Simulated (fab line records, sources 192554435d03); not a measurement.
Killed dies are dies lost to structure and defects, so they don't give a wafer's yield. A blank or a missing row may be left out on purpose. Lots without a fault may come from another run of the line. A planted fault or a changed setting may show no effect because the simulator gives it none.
Split-lot experiment | flow n5_finfet | 7 lots, 21 wafers read, on a route of 1938 steps

THE SPLIT
At N5_DUMMY_GATE_COAT_35 (time 60 s, resist thk 10 nm), the setting spin_rpm was moved away from the recipe's 1500 rpm on 7 of the 21 wafers read, by -9.3% to +9.9%. The other wafers ran this setting at the recipe's value.

The reading is taken at the split's own step.

THE READING
SiARC_of_DUMMY_GATE_COAT_35.thk_nm (the simulator's own value, which no gauge read), in nm, at N5_DUMMY_GATE_COAT_35 (time 60 s, resist thk 10 nm). The file gives no usual value for it.

wafer  | tool, chamber at the split | spin_rpm as run, rpm | against the recipe | SiARC_of_DUMMY_GATE_COAT_35.thk_nm, nm | against lot-mates on the recipe
L075.2 | litho_track-04, 0          | 1500                 | recipe             | 10                                     | -
L075.5 | litho_track-04, 0          | 1500                 | recipe             | 10                                     | -
L075.6 | litho_track-04, 0          | 1500                 | recipe             | 10                                     | -
L080.1 | litho_track-01, 0          | 1500                 | recipe             | 10                                     | -
L080.2 | litho_track-01, 0          | 1500                 | recipe             | 10                                     | -
L080.3 | litho_track-01, 0          | 1500                 | recipe             | 10                                     | -
L083.1 | litho_track-01, 0          | 1500                 | recipe             | 10                                     | -
L083.4 | litho_track-01, 0          | 1500                 | recipe             | 10                                     | -
L083.6 | litho_track-01, 0          | 1500                 | recipe             | 10                                     | -
L086.2 | litho_track-04, 0          | 1500                 | recipe             | 10                                     | -
L086.4 | litho_track-04, 0          | 1500                 | recipe             | 10                                     | -
L086.3 | litho_track-04, 0          | 1360                 | -9.3%              | 10.6                                   | +0.6
L087.2 | litho_track-04, 0          | 1500                 | recipe             | 10                                     | -
L087.3 | litho_track-04, 0          | 1500                 | recipe             | 10                                     | -
L087.4 | litho_track-04, 0          | 1601                 | +6.7%              | 9.6                                    | -0.4
L088.1 | litho_track-01, 0          | 1640                 | +9.3%              | 9.6                                    | no lot-mate on the recipe
L088.4 | litho_track-01, 0          | 1640                 | +9.3%              | 9.6                                    | no lot-mate on the recipe
L088.5 | litho_track-01, 0          | 1640                 | +9.3%              | 9.6                                    | no lot-mate on the recipe
L096.2 | litho_track-04, 0          | 1648                 | +9.9%              | 9.6                                    | -0.4
L096.6 | litho_track-04, 0          | 1648                 | +9.9%              | 9.6                                    | -0.4
L096.4 | litho_track-04, 0          | 1500                 | recipe             | 10                                     | -

THE FIT
A straight line over all 21 wafers: SiARC_of_DUMMY_GATE_COAT_35.thk_nm changes by -0.0479 nm for each +1% of spin_rpm; r = -0.98; the points scatter about the line by 0.046 nm.
The same after taking each lot's own level away (the mean of its wafers on the recipe; 18 wafers): -0.0502 nm for each +1%; r = -0.98; scatter 0.047 nm.
On that fit, the largest move of spin_rpm shifts the reading by 0.5 nm.
The lots' own levels span 10.00 to 10.00 nm.
So the lot-to-lot level changes the slope little: the two slopes agree.
Check: with one of the wafers moved furthest among these (+9.9%) left out of the fit, the line predicts -0.518 nm for it against its lot-mates. It came out at -0.4 nm against them.

OTHER SPLITS ON THESE WAFERS
These wafers also went through other splits before the reading. Each is held against what the fit with the lots' levels taken away leaves over:
other split on the same wafers        | wafers away from the commonest value | r with SiARC_of_DUMMY_GATE_COAT_35.thk_nm (lot level and that fit taken away)
N5_ZERO_LAYER_PECVD_02 time_s         | 4                                    | +0.15
N5_ZERO_LAYER_COAT_05 spin_rpm        | 2                                    | -0.01
N5_WELL_APT_COAT_02 spin_rpm          | 8                                    | +0.02
N5_FIN_SAQP_PECVD_47 time_s           | 9                                    | -0.14
N5_FIN_SAQP_DEVELOP_15 develop_time_s | 8                                    | -0.35

THE FILE'S OWN FIT
SiARC_of_DUMMY_GATE_COAT_35.thk_nm changes by -0.0533 nm for each +1% of spin_rpm, r = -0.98.
